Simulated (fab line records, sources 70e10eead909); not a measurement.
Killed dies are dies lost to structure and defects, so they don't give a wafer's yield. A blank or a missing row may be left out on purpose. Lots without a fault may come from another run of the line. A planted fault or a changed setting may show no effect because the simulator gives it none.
A struck lot beside a sound one | flow nand_harc | 15 steps out of a route of 1302
Sound: wafers L168.1, L168.4, L168.6. Struck: wafer L161.1. (L161.2 of the same lot was not struck and is left out.) The cause comes at the end.
At each step with rows: each side's tool, then ch and its chambers, then its first start. Under that, the readings that differ: sound wafers | struck wafers | difference of the means | sigmas: that difference in standard deviations of wafers without a fault.
alike: readings whose means differ by less than 2 such deviations, and words and numbers that are the same on both sides. not compared: withheld readings, readings that some wafer has no value for, bounds like >300 that may hide the same value, and numbers for which the record gives no deviation and whose values overlap.
The two part at a step that has a row with sigmas, a row that says differs or no value, or rows on one side only. Numbers that don't overlap but have no deviation are shown without sigmas and don't part them. A reading that every wafer of one side lacks parts them only if that side has two wafers or more.

first, 8 steps without rows for these wafers: NHARC_A_CHANNEL_HOLE_D1_COAT_36 (time 75 s); NHARC_A_CHANNEL_HOLE_D1_COAT_37 (time 65 s); NHARC_A_CHANNEL_HOLE_D1_COAT_04 (resist thk 90 nm); NHARC_A_CHANNEL_HOLE_D1_SOFTBAKE_05 (time 55 s); NHARC_A_CHANNEL_HOLE_D1_EBR_06; NHARC_A_CHANNEL_HOLE_D1_EXPOSE_07 (exposes mask HOLE D1, target cd 100 nm); NHARC_A_CHANNEL_HOLE_D1_PEB_08 (peb time 65 s); NHARC_A_CHANNEL_HOLE_D1_DEVELOP_09 (develop time 35 s).
NHARC_A_CHANNEL_HOLE_D1_CD_MEAS_10: target cd 100 nm.
  sound on cd_sem-02 ch 0, day 16 06:50; struck on cd_sem-02 ch 0, day 12 21:01
  alike: cd_nm
NHARC_A_CHANNEL_HOLE_D1_OVL_MEAS_11:
  sound on overlay-01, day 16 06:56; struck on overlay-02, day 12 21:07
  alike: overlay_x_nm, overlay_y_nm
NHARC_A_CHANNEL_HOLE_D1_INSPECT_12:
  sound on defect_inspect-02, day 16 06:58; struck on defect_inspect-02, day 12 21:09
  alike: raw_defect_count
NHARC_A_CHANNEL_HOLE_D1_DESCUM_15: chemistry O2, time 3 s.
  sound on rie_diel-03 ch 0,1,2, day 16 07:02; struck on rie_diel-09 ch 2, day 12 21:16
  reading      | sound          | struck | difference | sigmas
  rf_vpp_V (V) | 57.5 56.1 56.3 | 58.7   | +2.1       | +2
  alike: drypump_motor_current_A, oes_product_au, showerhead_plenum_p_Torr, throttle_valve_pct
  not compared: rf_hours_counter_h
NHARC_A_CHANNEL_HOLE_D1_ETCH_38: etches the open film in CF4, target depth 39 nm, time 65 s.
  sound on rie_diel-03 ch 0,2,3, day 16 07:07; struck on rie_diel-09 ch 3, day 12 21:38
  reading                     | sound          | struck | difference | sigmas
  drypump_motor_current_A (A) | 4.8 5.3 5.7    | 6.6    | +1.3       | +3
  run_length_s (s)            | 86.9 86.7 86.4 | 72.1   | -14.6      | -29
  alike: oes_product_au, rf_vpp_V, showerhead_plenum_p_Torr, throttle_valve_pct
  not compared: rf_hours_counter_h
NHARC_A_CHANNEL_HOLE_D1_ETCH_39: etches the open film in N2/H2, target depth 260 nm, time 325 s.
  sound on rie_diel-03 ch 1,3; struck on rie_diel-09 ch 1
  reading                | sound                | struck | difference | sigmas
  throttle_valve_pct (%) | 14.164 14.165 14.169 | 14.199 | +0.033     | +4
  alike: drypump_motor_current_A, oes_product_au, rf_vpp_V, run_length_s, showerhead_plenum_p_Torr
  not compared: rf_hours_counter_h
-- the record jumps here: 16 days lie between the struck wafers' starts before and after (it left off in module A_CHANNEL_HOLE_D1 and takes up again in module END, whose first step shown is number 1302 of the route) --
NHARC_END_SORT_01:
  the record has rows for the struck wafers here (prober-01 ch 0, day 28 10:39) and none for the sound ones

WHERE THEY PART
First at NHARC_A_CHANNEL_HOLE_D1_DESCUM_15; last, within this record, at NHARC_END_SORT_01.

WHY: what the simulator had put in
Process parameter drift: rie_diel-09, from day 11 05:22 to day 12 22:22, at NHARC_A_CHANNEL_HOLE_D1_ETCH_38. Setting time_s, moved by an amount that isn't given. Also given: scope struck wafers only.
